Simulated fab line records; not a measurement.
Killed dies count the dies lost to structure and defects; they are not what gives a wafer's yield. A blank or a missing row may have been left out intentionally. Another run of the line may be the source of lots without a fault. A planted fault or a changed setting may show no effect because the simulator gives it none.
Which tool was responsible? | flow nand_harc | Sampling: 6 lots, 18 wafers, 5 of 1302 route steps

== WHAT THE GAUGES READ, wafer by wafer ==
NHARC_A_ONON_D1_THK_MEAS_24: measures by ellipsometry.
lot  | measured     | on            | thk_nm (nm)
L901 | day 9 01:50  | film_metro-02 | 993 989 991
L903 | day 10 03:02 | film_metro-02 | 1014 1015 1013
L906 | day 11 00:01 | film_metro-02 | 999 1000 1001
L910 | day 12 21:29 | film_metro-02 | 1480 1481 1479
L913 | day 14 16:37 | film_metro-02 | 1464 1465 1466
L921 | day 17 14:13 | film_metro-01 | 1022 1020 1022

== WHICH TOOL RAN EACH LOT (tool, then ch and the chambers of the sampled wafers, then the start) ==
lot  | NHARC_P_BONDPAD_DEGAS_25     | NHARC_A_ZERO_WELL_DESCUM_12        | NHARC_A_ZERO_WELL_RTA_16         | NHARC_A_ONON_D1_DEP_22
L901 | pvd_sputter-02, day 7 09:25  | rie_diel-03 ch 0,1,3, day 7 12:30  | rtp_anneal-02 ch 0, day 7 13:36  | pecvd_onon-04 ch 0, day 9 01:20
L903 | pvd_sputter-03, day 8 12:19  | rie_diel-03 ch 0,2,3, day 8 15:22  | rtp_anneal-02 ch 0, day 8 16:31  | pecvd_onon-01 ch 0, day 10 02:38
L906 | pvd_sputter-03, day 9 11:14  | rie_diel-04 ch 0,2,3, day 9 14:23  | rtp_anneal-02 ch 0, day 9 15:29  | pecvd_onon-01 ch 0, day 10 23:34
L910 | pvd_sputter-03, day 11 08:12 | rie_diel-04 ch 0,2,3, day 11 11:19 | rtp_anneal-01 ch 0, day 11 12:25 | pecvd_onon-02 ch 0, day 12 20:59
L913 | pvd_sputter-03, day 13 01:28 | rie_diel-04 ch 1,2, day 13 04:34   | rtp_anneal-01 ch 0, day 13 05:40 | pecvd_onon-02 ch 0, day 14 16:06
L921 | pvd_sputter-02, day 15 22:51 | rie_diel-03 ch 0,1,2, day 16 01:57 | rtp_anneal-02 ch 0, day 16 03:02 | pecvd_onon-04 ch 0, day 17 13:42
- NHARC_P_BONDPAD_DEGAS_25: time 60 s.
- NHARC_A_ZERO_WELL_DESCUM_12: chemistry O2, time 3 s.
- NHARC_A_ZERO_WELL_RTA_16: time 10 s.
- NHARC_A_ONON_D1_DEP_22: target thk 1000 nm.

== THE ANSWER, worked out from the rows above alone ==
Rule: the lots themselves supply what counts as usual. Put in order of their means at a reading, lots are off if they are a third of the lots or fewer, leave a main group of 4 or more, and stand apart from it by a gap of 3 or more times the standard deviation of the main group's means; of several such gaps the widest counts. If all means in a main group match to the digits the tables above print for the reading, that group is not used. A lot without any number at a reading at which 4 lots or more have one is off too. Any other lot the step has rows for is counted as sound.
Off, at NHARC_A_ONON_D1_THK_MEAS_24 on thk_nm: L910, L913. Main group: mean 1007 nm, sd 12.
A tool fits if, at a process step before that reading, it ran every lot that is off, and no sound lot after the first of them. Those tools and the gauges at NHARC_A_ONON_D1_THK_MEAS_24 are tried in the same way. Can't be told from this: 5 tools fit, pvd_sputter-03 at NHARC_P_BONDPAD_DEGAS_25, rie_diel-04 at NHARC_A_ZERO_WELL_DESCUM_12, rtp_anneal-01 at NHARC_A_ZERO_WELL_RTA_16, pecvd_onon-02 at NHARC_A_ONON_D1_DEP_22, film_metro-02 at NHARC_A_ONON_D1_THK_MEAS_24.

== WHAT HAD BEEN PUT IN BY THE SIMULATOR ==
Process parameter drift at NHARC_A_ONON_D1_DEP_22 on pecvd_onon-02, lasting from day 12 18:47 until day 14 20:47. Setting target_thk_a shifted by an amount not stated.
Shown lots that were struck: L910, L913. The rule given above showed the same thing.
